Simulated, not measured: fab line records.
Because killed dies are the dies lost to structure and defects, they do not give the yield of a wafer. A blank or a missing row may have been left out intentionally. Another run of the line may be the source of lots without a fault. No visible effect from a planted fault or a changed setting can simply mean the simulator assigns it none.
fab line records | flow n5_finfet
[record] lots = 7 wafers = 21
route steps=1938 shown SD_EPI_N@279 SDB@348 HKMG_FIN@402 GATE_CUT@466 MOL_CONTACT_COAG@581 BEOL_M0_SAQP@637
start_h: start of the lot's first displayed wafer, in hours after the record's first day | wait_h: how many hours have passed since the lot's step before this one | " as in the row above | L1.1+2: several wafers, shown together as one row | - no value, or no start was given | * or withheld: withheld | < > ~ a bound
route shown NAME@n: a module of which the file shows steps, and the number in the route of the first | usual: mean and standard deviation over wafers with no fault | same: alike in all rows | chamber/n: place in a boat | sites: readings site by site | _std_site: their standard deviation | _edge_site: mean of outer sites minus mean of inner sites | radius_mm: for every site, how far away it sits from the centre of the wafer | mask NAME#n: copy n | behind: the most recent tool/chamber to have shaped the wafer | hold: why the lot was held/for how many hours/how that ended | device: the transistor (n, p or np) that didn't switch | end of line: tests of these same wafers at the route's end | step lacking rows: just its recipe | killed: at the first sort, the dies lost to defects and structure; wafer yield is something else | map: a wafer's dies, x killed, . not, _ none there
set.NAME: setting as actually run; set.NAME@STEP: the setting as run at that earlier step | model.NAME: the simulator's own value behind a step, which no gauge read
lots run with intentionally changed settings; tables by step, rows by wafer
[[steps]]
[step N5_SD_EPI_N_ETCH_16]
[recipe] chemistry = CHF3/O2 target = SiO2 target_depth_a = 50 mask_material = SOC pressure_mtorr = 30 source_w = 650 bias_w = 170 Ar_flow_sccm = 200 CHF3_flow_sccm = 50 O2_flow_sccm = 5 ion_energy_ev = 200
// columns lot.wafer tool chamber start_h wait_h set.target_depth_a set.dose_mj@SD_EPI_N_EXPOSE_06 model.SD_EPI_N.cd_nm
L077.1 rie_diel-01 2 67.49 0.1 50 39.75 118.8
L077.2 " 3 " " 46.68 38.55 115
L077.4 " 1 " " 46.68 39.75 119.4
L078.2 rie_diel-06 1 75.28 0.1 50 39.75 119.2
L078.4 " 2 " " 44.65 39.75 119
L078.5 " 1 " " 44.65 38.45 116
L080.1 rie_diel-06 3 84.66 0.1 47.46 36.85 112.2
L080.2 " 0 " " 50 36.85 114.4
L080.5 " 0 " " 47.46 39.75 120.4
L090.2 rie_diel-01 0 144.39 0.1 50 39.75 121
L090.3 " 3 " " 50 39.75 119.6
L090.5 " 0 " " 52.96 39.75 120
L092.3 rie_diel-01 2 156.95 0.1 50 39.75 120.4
L092.4 " 3 " " 50 39.75 118.6
L092.6 " 1 " " 50 39.75 120.6
L096.3 rie_diel-01 2 182.23 0.1 50 39.75 120
L096.4 " 0 " " 50 41.64 124.4
L096.6 " 3 " " 50 39.75 119.8
L097.1 rie_diel-01 1 187.79 0.1 50 39.75 121.2
L097.2 " 2 " " 50 41.19 123.4
L097.5 " 2 " " 50 39.75 119.6
[step N5_SD_EPI_N_STRIP_47]
[recipe] chemistry = CHF3/O2 resist = SiARC rf_frequency_hz = 6e+07
[step N5_SD_EPI_N_SD_RECESS_17]
[recipe] chemistry = HBr/Cl2/O2 target_depth_a = 410 mask_material = SOC time_s = 23.7 bt_time_s = 3 pressure_mtorr = 10 icp_w = 800 bias_w = 112 HBr_flow_sccm = 150 Cl2_flow_sccm = 80 O2_flow_sccm = 12
// columns lot.wafer tool chamber start_h wait_h set.dose_mj@SD_EPI_N_EXPOSE_06 model.SD_EPI_N.cd_nm
L077.1 rie_si-02 0 67.56 0.0 39.75 118.8
L077.2 " 1 " " 38.55 115
L077.4 " 2 " " 39.75 119.4
L078.2+4 rie_si-03 0,2 75.35 0.0 39.75 119.2
L078.5 " 3 " " 38.45 116
L080.1 rie_si-03 1 84.73 0.0 36.85 112.2
L080.2 " 3 " " 36.85 114.4
L080.5 " 2 " " 39.75 120.6
L090.2 rie_si-06 2 144.46 0.0 39.75 121
L090.3 " 1 " " 39.75 119.6
L090.5 " 0 " " 39.75 120
L092.3 rie_si-06 2 157.02 0.0 39.75 120.4
L092.4 " 3 " " 39.75 118.6
L092.6 " 1 " " 39.75 120.6
L096.3 rie_si-02 3 182.31 0.0 39.75 120
L096.4 " 1 " " 41.64 124.4
L096.6 " 0 " " 39.75 119.8
L097.1 rie_si-02 3 187.86 0.0 39.75 121
L097.2 " 0 " " 41.19 123.4
L097.5 " 3 " " 39.75 119.6
[step N5_SDB_COAT_03]
[recipe] resist = SOC temp_c = 250 time_s = 60 spin_rpm = 1500 resist_thk_nm = 100
// columns lot.wafer tool chamber start_h wait_h set.spin_rpm model.SOC_of_SDB_COAT_03.thk_nm
L077.1+2 litho_track-02 0 84.80 0.1 1565 97.8
L077.4 " 0 " " 1500 99.6
L078.2 litho_track-02 0 90.67 0.1 1369 104.2
L078.4+5 " 0 " " 1500 99.6
L080.1 litho_track-02 0 101.52 0.1 1500 100.2
L080.2 " 0 " " 1500 100
L080.5 " 0 " " 1414 103
L090.2 litho_track-03 0 159.08 0.1 1667 95
L090.3 " 0 " " 1667 95.2
L090.5 " 0 " " 1500 100.2
L092.3 litho_track-02 0 172.71 0.1 1500 100.2
L092.4+6 " 0 " " 1500 99.8
L096.3 litho_track-02 0 197.32 0.1 1457 101.4
L096.4 " 0 " " 1457 101.8
L096.6 " 0 " " 1500 100.2
L097.1 litho_track-03 0 203.44 0.1 1500 99.6
L097.2 " 0 " " 1500 99.2
L097.5 " 0 " " 1661 94.8
[step N5_SDB_COAT_04]
[recipe] resist = SiARC temp_c = 220 time_s = 60 spin_rpm = 1500 resist_thk_nm = 18
[step N5_SDB_COAT_05]
[recipe] resist = CAR-ArF spin_rpm = 1500 resist_thk_nm = 90
[step N5_SDB_DESCUM_16]
[recipe] chemistry = O2 time_s = 7.9 source_power_w = 50 bias_power_w = 20 pressure_mtorr = 20 rf_frequency_hz = 2.712e+07 temp_c = 40 resist = CAR-ArF o2_flow_sccm = 225
[step N5_SDB_ETCH_17]
[recipe] chemistry = CF4 target = SiARC target_depth_a = 234 mask_material = CAR-ArF time_s = 39 ion_energy_ev = 80 pressure_mtorr = 40 source_w = 545 bias_w = 36 Ar_flow_sccm = 100 cf4_flow_sccm = 100 ends = cleared
[step N5_SDB_ETCH_18]
[recipe] chemistry = N2/H2 target = SOC target_depth_a = 1000 overetch_a = 200 mask_material = SiARC temp_c = 40 time_s = 150 ion_energy_ev = 200 pressure_mtorr = 30 source_w = 840 bias_w = 150 n2_flow_sccm = 200 h2_flow_sccm = 200
// columns lot.wafer tool chamber start_h wait_h set.spin_rpm@SDB_COAT_03 model.etch.depth_nm
L077.1 rie_diel-01 3 85.47 0.0 1565 97.74
L077.2 " 0 " " 1565 97.89
L077.4 " 2 " " 1500 99.7
L078.2 rie_diel-06 1 91.28 0.0 1369 104.2
L078.4 " 3 " " 1500 99.66
L078.5 " 3 " " 1500 99.62
L080.1 rie_diel-06 2 101.93 0.0 1500 100.1
L080.2 " 1 " " 1500 99.93
L080.5 " 1 " " 1414 102.9
L090.2 rie_diel-01 2 159.77 0.0 1667 95.02
L090.3 " 3 " " 1667 95.18
L090.5 " 1 " " 1500 100.1
L092.3 rie_diel-06 2 173.51 0.0 1500 100.3
L092.4+6 " 1 " " 1500 99.83
L096.3 rie_diel-01 2 200.61 0.0 1457 101.4
L096.4 " 3 " " 1457 101.8
L096.6 " 1 " " 1500 100.3
L097.1 rie_diel-01 3 203.97 0.0 1500 99.66
L097.2 " 0 " " 1500 99.28
L097.5 " 2 " " 1661 94.86
[step N5_SDB_STRIP_19]
[recipe] chemistry = N2/H2 temp_c = 40 n2_flow_sccm = 200 h2_flow_sccm = 200 rf_frequency_hz = 6e+07
[step N5_SDB_STRIP_21]
[recipe] chemistry = CF4 resist = SiARC power_w = 300 bias_power_w = 75 pressure_mtorr = 50 cf4_flow_sccm = 150 rf_frequency_hz = 6e+07
[step N5_SDB_HM_OPEN_20]
[recipe] chemistry = CH3F/O2 target = SiNx mask_material = SOC target_depth_a = 240 stop_on = poly-Si over_etch_frac = 0.4 ion_energy_ev = 120 pressure_mtorr = 30 source_w = 395 bias_w = 73 Ar_flow_sccm = 150 CH3F_flow_sccm = 30 O2_flow_sccm = 20
// columns lot.wafer tool chamber start_h wait_h set.spin_rpm@SDB_COAT_03 model.SOC_of_SDB_COAT_03.thk_nm
L077.1 rie_diel-01 3 85.63 0.0 1565 81.2
L077.2 " 0 " " 1565 81.4
L077.4 " 2 " " 1500 83.8
L078.2 rie_diel-06 1 91.44 0.0 1369 88.2
L078.4 " 3 " " 1500 84.4
L078.5 " 3 " " 1500 84.2
L080.1+2 rie_diel-06 2,1 102.08 0.0 1500 83.8
L080.5 " 1 " " 1414 86.8
L090.2 rie_diel-01 2 159.93 0.0 1667 79.6
L090.3 " 3 " " 1667 79.2
L090.5 " 1 " " 1500 84
L092.3 rie_diel-06 2 173.67 0.0 1500 84.2
L092.4+6 " 1 " " 1500 83.8
L096.3 rie_diel-01 2 200.76 0.0 1457 85.8
L096.4 " 3 " " 1457 85.6
L096.6 " 1 " " 1500 84.2
L097.1 rie_diel-01 3 204.12 0.0 1500 83.6
L097.2 " 0 " " 1500 82.8
L097.5 " 2 " " 1661 79.4
[step N5_SDB_STRIP_22]
[recipe] chemistry = N2/H2 power_w = 1000 temp_c = 250 h2_frac = 0.65 overash_fraction = 0.3 pressure_mtorr = withheld n2_flow_sccm = 1750 h2_flow_sccm = 3250
[usual] strip_time_to_endpoint_s = 96.2/0.39
// columns lot.wafer tool chamber start_h wait_h set.spin_rpm@SDB_COAT_03 strip_time_to_endpoint_s
L077.1 plasma_asher-01 1 85.71 0.1 1565 93.7
L077.2 " 0 " " 1565 93.7
L077.4 " 0 " " 1500 96.0
L078.2 plasma_asher-02 1 91.52 0.1 1369 100.1
L078.4 " 1 " " 1500 96.5
L078.5 " 1 " " 1500 96.4
L080.1 plasma_asher-01 1 102.16 0.1 1500 96.0
L080.2 " 0 " " 1500 96.0
L080.5 " 1 " " 1414 98.8
L090.2 plasma_asher-02 1 160.01 0.1 1667 92.0
L090.3 " 1 " " 1667 91.6
L090.5 " 1 " " 1500 96.2
L092.3 plasma_asher-02 1 173.79 0.1 1500 96.4
L092.4 " 0 " " 1500 96.1
L092.6 " 1 " " 1500 96.0
L096.3 plasma_asher-01 0 200.89 0.1 1457 97.9
L096.4 " 1 " " 1457 97.8
L096.6 " 0 " " 1500 96.4
L097.1 plasma_asher-02 1 204.21 0.1 1500 95.8
L097.2 " 0 " " 1500 95.2
L097.5 " 1 " " 1661 92.0
[step N5_HKMG_FIN_ETCH_54]
[recipe] chemistry = CF4 target = SiARC target_depth_a = 455 mask_material = CAR-ArF time_s = 75.8 ion_energy_ev = 80 pressure_mtorr = 40 source_w = 545 bias_w = 36 Ar_flow_sccm = 100 cf4_flow_sccm = 100 ends = cleared
[usual] etch_rf_on_time_s = 75.8/2.1 rf_vpp_V = 184.0/0.92
// columns lot.wafer tool chamber start_h wait_h set.source_w etch_rf_on_time_s rf_vpp_V
L077.1 rie_diel-01 2 90.94 0.0 545 78.6 184.4
L077.2 " 1 " " 613.1 67.1 177.1
L077.4 " 3 " " 545 75.2 184.5
L078.2 rie_diel-01 0 96.79 0.0 545 72.7 184.5
L078.4 " 2 " " 494.2 85.7 190.0
L078.5 " 0 " " 494.2 80.0 188.4
L080.1 rie_diel-01 2 108.06 0.0 545 77.3 183.3
L080.2 " 1 " " 469.4 85.3 193.9
L080.5 " 3 " " 545 74.3 182.3
L090.2 rie_diel-06 0 165.52 0.0 545 78.7 183.7
L090.3 " 2 " " 545 75.5 184.2
L090.5 " 3 " " 545 79.6 183.0
L092.3 rie_diel-05 2 179.46 0.0 545 74.2 184.1
L092.4 " 1 " " 545 75.5 182.2
L092.6 " 0 " " 545 76.1 184.3
L096.3 rie_diel-06 0 206.90 0.0 545 78.3 183.4
L096.4 " 1 " " 477.1 84.6 192.0
L096.6 " 2 " " 477.1 84.1 191.9
L097.1 rie_diel-06 2 209.39 0.0 545 75.5 183.9
L097.2 " 0 " " 545 79.1 184.5
L097.5 " 3 " " 606 71.7 176.8
[step N5_GATE_CUT_ETCH_56]
[recipe] chemistry = Cl2/Ar target = TiN target_depth_a = 216 pressure_mtorr = 10 icp_w = 600 bias_w = 60 Cl2_flow_sccm = 40 Ar_flow_sccm = 60
// columns lot.wafer tool chamber start_h wait_h set.icp_w model.etch.depth_nm
L077.1 rie_metal-02 1 99.01 0.1 600 22.47
L077.2 " 0 " " 600 22.43
L077.4 " 0 " " 600 22.4
L078.2 rie_metal-02 1 104.96 0.1 600 22.5
L078.4 " 0 " " 600 22.38
L078.5 " 1 " " 600 22.43
L080.1 rie_metal-02 0 116.09 0.1 691 25.23
L080.2 " 1 " " 600 22.32
L080.5 " 0 " " 691 25.14
L090.2 rie_metal-02 1 173.75 0.1 600 22.31
L090.3 " 1 " " 500.6 19.3
L090.5 " 1 " " 600 22.18
L092.3 rie_metal-01 0 187.86 0.1 600 22.19
L092.4 " 1 " " 600 22.15
L092.6 " 1 " " 600 22.22
L096.3 rie_metal-02 1 214.86 0.1 553.2 20.77
L096.4 " 0 " " 600 22.37
L096.6 " 0 " " 600 22.14
L097.1 rie_metal-03 1 218.07 0.1 600 21.78
L097.2 " 0 " " 688.6 24.13
L097.5 " 0 " " 600 21.31
[step N5_MOL_CONTACT_COAG_ETCH_91]
[recipe] chemistry = N2/H2 target = SOC target_depth_a = 600 overetch_a = 210 mask_material = SiARC temp_c = 40 time_s = 101.2 ion_energy_ev = 200 pressure_mtorr = 30 source_w = 840 bias_w = 150 n2_flow_sccm = 200 h2_flow_sccm = 200
// columns lot.wafer tool chamber start_h wait_h set.time_s model.SiARC_of_MOL_CONTACT_COAG_COAT_76.thk_nm
L077.1 rie_diel-01 3 117.96 0.0 101.2 5.8
L077.2 " 2 " " 108.3 5.8
L077.4 " 3 " " 108.3 5.4
L078.2 rie_diel-06 3 125.48 0.0 101.2 6.2
L078.4 " 2 " " 101.2 5.8
L078.5 " 0 " " 114.5 5.6
L080.1 rie_diel-01 1 135.91 0.0 101.2 5.8
L080.2+5 " 2 " " 101.2 6
L090.2+5 rie_diel-05 3 193.73 0.0 108.1 5.4
L090.3 " 2 " " 101.2 5.8
L092.3 rie_diel-01 2 208.28 0.0 101.2 6
L092.4 " 1 " " 101.2 5.8
L092.6 " 2 " " 101.2 6.2
L096.3 rie_diel-06 0 230.96 0.0 78.82 7
L096.4 " 1 " " 78.82 6.8
L096.6 " 2 " " 101.2 5.6
L097.1 rie_diel-06 2 234.63 0.0 88.71 6.4
L097.2 " 0 " " 101.2 6
L097.5 " 2 " " 101.2 5.8
[step N5_MOL_CONTACT_COAG_VIA_ETCH_46]
[recipe] chemistry = C4F6/O2 target_depth_a = 460 overetch_a = 92 mask_material = SOC target = SiO2 bias_w = 455 pressure_mtorr = 10 time_s = 40 source_w = 325 Ar_flow_sccm = 300 C4F6_flow_sccm = 10 O2_flow_sccm = 10 ion_energy_ev = 575.3 ends = end_point
[usual] rf_vpp_V = 1587/28
// columns lot.wafer tool chamber start_h wait_h set.bias_w rf_vpp_V
L077.1 rie_diel-01 3 118.08 0.0 455 1604
L077.2 " 2 " " 455 1555
L077.4 " 3 " " 455 1605
L078.2 rie_diel-06 3 125.60 0.0 455 1550
L078.4 " 2 " " 382 1425
L078.5 " 0 " " 382 1394
L080.1 rie_diel-01 1 136.03 0.0 513.8 1772
L080.2 " 2 " " 455 1554
L080.5 " 2 " " 455 1556
L090.2 rie_diel-05 3 193.86 0.0 455 1621
L090.3 " 2 " " 455 1584
L090.5 " 3 " " 377.3 1410
L092.3 rie_diel-01 2 208.40 0.0 455 1554
L092.4 " 1 " " 455 1619
L092.6 " 2 " " 455 1554
L096.3 rie_diel-06 0 231.09 0.0 455 1590
L096.4 " 1 " " 455 1552
L096.6 " 2 " " 455 1623
L097.1 rie_diel-06 2 234.75 0.0 491.6 1719
L097.2 " 0 " " 455 1589
L097.5 " 2 " " 455 1624
[step N5_BEOL_M0_SAQP_PECVD_97]
[recipe] material = SiNx target_thk_a = 230 temp_c = 350 precursor = SiH4/NH3/N2 pressure_torr = 1.5 rf_w = 300 time_s = 19.9
// columns lot.wafer tool chamber start_h wait_h set.time_s model.SiNx_of_BEOL_M0_SAQP_PECVD_97.thk_nm
L077.1 pecvd-04 1 124.21 0.0 21.45 24.8
L077.2 " 0 " " 19.9 22.8
L077.4 " 1 " " 19.9 23.2
L078.2 pecvd-02 1 133.47 0.0 17.77 19.8
L078.4 " 0 " " 19.9 23.4
L078.5 " 2 " " 19.9 23
L080.1 pecvd-01 0 143.24 0.0 18.08 20.8
L080.2 " 1 " " 18.08 21.2
L080.5 " 0 " " 18.08 21.4
L096.3 pecvd-04 0 240.28 0.0 19.9 22.6
L096.4 " 1 " " 18.84 21.8
L096.6 " 0 " " 18.84 21.6
L090.2 pecvd-02 2 240.45 0.0 19.9 22.4
L090.3 " 1 " " 19.9 22.6
L090.5 " 2 " " 19.9 22.8
L092.3+4 pecvd-04 2,0 240.82 0.0 19.9 23
L092.6 " 1 " " 19.9 23.4
L097.1 pecvd-02 1 242.53 0.0 20.97 23.8
L097.2 " 2 " " 19.9 22.8
L097.5 " 1 " " 20.97 24.4
[step N5_BEOL_M0_SAQP_COAT_81]
[recipe] resist = SOC temp_c = 250 time_s = 60 spin_rpm = 1500 resist_thk_nm = 100
// columns lot.wafer tool chamber start_h wait_h set.spin_rpm model.SOC_of_BEOL_M0_SAQP_COAT_81.thk_nm
L077.1+4 litho_track-01 0 124.46 0.1 1500 100.2
L077.2 " 0 " " 1407 103.4
L078.2 litho_track-01 0 133.72 0.1 1500 99.8
L078.4 " 0 " " 1500 100
L078.5 " 0 " " 1500 99.4
L080.1+2 litho_track-02 0 143.49 0.1 1500 100.2
L080.5 " 0 " " 1500 100.4
L096.3 litho_track-02 0 240.62 0.1 1347 105.8
L096.4 " 0 " " 1500 100
L096.6 " 0 " " 1347 105.6
L090.2 litho_track-01 0 240.72 0.1 1350 105.6
L090.3 " 0 " " 1500 100.2
L090.5 " 0 " " 1500 100
L092.3 litho_track-01 0 241.09 0.1 1500 100.2
L092.4 " 0 " " 1500 100
L092.6 " 0 " " 1500 99.8
L097.1+2 litho_track-02 0 242.78 0.1 1500 100.4
L097.5 " 0 " " 1500 100.2
[step N5_BEOL_M0_SAQP_COAT_82]
[recipe] resist = SiARC temp_c = 220 time_s = 60 spin_rpm = 1500 resist_thk_nm = 30
[step N5_BEOL_M0_SAQP_COAT_08]
[recipe] resist = CAR-ArF spin_rpm = 1500 resist_thk_nm = 90
[step N5_BEOL_M0_SAQP_DESCUM_19]
[recipe] chemistry = O2 time_s = 7.9 source_power_w = 50 bias_power_w = 20 pressure_mtorr = 20 rf_frequency_hz = 2.712e+07 temp_c = 40 resist = CAR-ArF o2_flow_sccm = 225
[step N5_BEOL_M0_SAQP_ETCH_83]
[recipe] chemistry = CF4 target = SiARC target_depth_a = 390 mask_material = CAR-ArF time_s = 65 ion_energy_ev = 80 pressure_mtorr = 40 source_w = 545 bias_w = 36 Ar_flow_sccm = 100 cf4_flow_sccm = 100 ends = cleared
[step N5_BEOL_M0_SAQP_ETCH_84]
[recipe] chemistry = N2/H2 target = SOC target_depth_a = 1000 overetch_a = 200 mask_material = SiARC temp_c = 40 time_s = 150 ion_energy_ev = 200 pressure_mtorr = 30 source_w = 840 bias_w = 150 n2_flow_sccm = 200 h2_flow_sccm = 200
// columns lot.wafer tool chamber start_h wait_h set.spin_rpm@BEOL_M0_SAQP_COAT_81 model.etch.depth_nm
L077.1+4 rie_diel-03 2,0 125.00 0.0 1500 100.2
L077.2 " 1 " " 1407 103.5
L078.2 rie_diel-02 3 134.30 0.0 1500 99.75
L078.4 " 2 " " 1500 99.96
L078.5 " 1 " " 1500 99.47
L080.1 rie_diel-03 2 143.90 0.0 1500 100.2
L080.2 " 0 " " 1500 100.1
L080.5 " 0 " " 1500 100.3
L096.3+6 rie_diel-02 0,1 241.56 0.0 1347 105.7
L096.4 " 2 " " 1500 100
L090.2 rie_diel-02 0 241.82 0.0 1350 105.6
L090.3 " 3 " " 1500 100.2
L090.5 " 2 " " 1500 99.96
L092.3 rie_diel-03 3 242.45 0.0 1500 100.3
L092.4 " 0 " " 1500 100
L092.6 " 3 " " 1500 99.86
L097.1 rie_diel-02 2 243.65 0.0 1500 100.4
L097.2 " 1 " " 1500 100.3
L097.5 " 0 " " 1500 100.1
[step N5_BEOL_M0_SAQP_STRIP_80]
[recipe] chemistry = N2/H2 temp_c = 40 n2_flow_sccm = 200 h2_flow_sccm = 200 rf_frequency_hz = 6e+07
[step N5_BEOL_M0_SAQP_HM_OPEN_112]
[recipe] chemistry = CHF3/O2 target = SiO2 stop_on = a-Si target_depth_a = 120 over_etch_frac = 1.25 mask_material = SOC time_s = 13.5 pressure_mtorr = 30 source_w = 650 bias_w = 170 Ar_flow_sccm = 200 CHF3_flow_sccm = 50 O2_flow_sccm = 5 ion_energy_ev = 200 ends = end_point
[step N5_BEOL_M0_SAQP_STRIP_113]
[recipe] chemistry = CHF3/O2 resist = SiARC rf_frequency_hz = 6e+07
[step N5_BEOL_M0_SAQP_MANDREL_ETCH_20]
[recipe] target_depth_a = 600 chemistry = HBr/Cl2 target = a-Si stop_on = SiNx bt_time_s = 10 mask_material = SOC over_etch_frac = 0.5 time_s = 30 pressure_mtorr = 10 icp_w = 800 bias_w = 75 HBr_flow_sccm = 150 Cl2_flow_sccm = 80 ends = end_point
// columns lot.wafer tool chamber start_h wait_h set.time_s@BEOL_M0_SAQP_PECVD_97 set.spin_rpm@BEOL_M0_SAQP_COAT_81 model.SOC_of_BEOL_M0_SAQP_COAT_81.thk_nm model.SiNx_of_BEOL_M0_SAQP_PECVD_97.thk_nm
L077.1 rie_si-05 1 125.19 0.0 21.45 1500 76.2 20
L077.2 " 2 " " 19.9 1407 79.4 18.2
L077.4 " 0 " " 19.9 1500 77 18.6
L078.2 rie_si-05 1 134.50 0.0 17.77 1500 75.8 15
L078.4 " 0 " " 19.9 1500 77 18.8
L078.5 " 1 " " 19.9 1500 75.8 18.2
L080.1 rie_si-01 0 144.09 0.0 18.08 1500 75.8 16
L080.2 " 1 " " 18.08 1500 76.2 16.4
L080.5 " 1 " " 18.08 1500 76.4 16.4
L096.3 rie_si-05 2 241.75 0.0 19.9 1347 81.8 18
L096.4 " 3 " " 18.84 1500 75.2 17
L096.6 " 1 " " 18.84 1347 81.6 16.8
L090.2 rie_si-04 0 242.01 0.0 19.9 1350 81.4 17.6
L090.3 " 1 " " 19.9 1500 76.2 17.8
L090.5 " 3 " " 19.9 1500 75.4 17.8
L092.3 rie_si-05 2 242.64 0.0 19.9 1500 76.8 18.4
L092.4 " 2 " " 19.9 1500 76.4 18.4
L092.6 " 1 " " 19.9 1500 76 18.6
L097.1 rie_si-01 3 243.84 0.0 20.97 1500 76.8 19.2
L097.2 " 1 " " 19.9 1500 76 17.8
L097.5 " 0 " " 20.97 1500 76.2 19.6
[[key]]
[split] step = N5_SD_EPI_N_ETCH_16 setting = target_depth_a stated = 50 by = wafer
response none clear
[split] step = N5_SDB_COAT_03 setting = spin_rpm stated = 1500 by = wafer
[response] step = N5_SDB_COAT_03 reading = model.SOC_of_SDB_COAT_03.thk_nm change = -0.466 per = 1% r = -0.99
[response] step = N5_SDB_ETCH_18 reading = model.etch.depth_nm change = -0.464 per = 1% r = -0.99
[response] step = N5_SDB_HM_OPEN_20 reading = model.SOC_of_SDB_COAT_03.thk_nm change = -0.422 per = 1% r = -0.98
[response] step = N5_SDB_STRIP_22 reading = strip_time_to_endpoint_s change = * per = 1% r = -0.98
[split] step = N5_HKMG_FIN_ETCH_54 setting = source_w stated = 545 by = wafer
[response] step = N5_HKMG_FIN_ETCH_54 reading = etch_rf_on_time_s change = * per = 1% r = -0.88
[response] step = N5_HKMG_FIN_ETCH_54 reading = rf_vpp_V change = -0.669 per = 1% r = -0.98
[split] step = N5_GATE_CUT_ETCH_56 setting = icp_w stated = 600 by = wafer
[response] step = N5_GATE_CUT_ETCH_56 reading = model.etch.depth_nm change = +0.181 per = 1% r = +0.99
[split] step = N5_MOL_CONTACT_COAG_ETCH_91 setting = time_s stated = 101.2 by = wafer
[response] step = N5_MOL_CONTACT_COAG_ETCH_91 reading = model.SiARC_of_MOL_CONTACT_COAG_COAT_76.thk_nm change = -0.0487 per = 1% r = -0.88
[split] step = N5_MOL_CONTACT_COAG_VIA_ETCH_46 setting = bias_w stated = 455 by = wafer
[response] step = N5_MOL_CONTACT_COAG_VIA_ETCH_46 reading = rf_vpp_V change = +11.8 per = 1% r = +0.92
[split] step = N5_BEOL_M0_SAQP_PECVD_97 setting = time_s stated = 19.9 by = wafer
[response] step = N5_BEOL_M0_SAQP_PECVD_97 reading = model.SiNx_of_BEOL_M0_SAQP_PECVD_97.thk_nm change = +0.267 per = 1% r = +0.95
[response] step = N5_BEOL_M0_SAQP_MANDREL_ETCH_20 reading = model.SiNx_of_BEOL_M0_SAQP_PECVD_97.thk_nm change = +0.277 per = 1% r = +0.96
[split] step = N5_BEOL_M0_SAQP_COAT_81 setting = spin_rpm stated = 1500 by = wafer
[response] step = N5_BEOL_M0_SAQP_COAT_81 reading = model.SOC_of_BEOL_M0_SAQP_COAT_81.thk_nm change = -0.548 per = 1% r = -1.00
[response] step = N5_BEOL_M0_SAQP_ETCH_84 reading = model.etch.depth_nm change = -0.549 per = 1% r = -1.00
[response] step = N5_BEOL_M0_SAQP_MANDREL_ETCH_20 reading = model.SOC_of_BEOL_M0_SAQP_COAT_81.thk_nm change = -0.576 per = 1% r = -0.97
split outside_this_file step=N5_SD_EPI_N_EXPOSE_06 setting=dose_mj
// split outside_this_file: this setting was split too, and the file shows its column; the key of that split is in another file
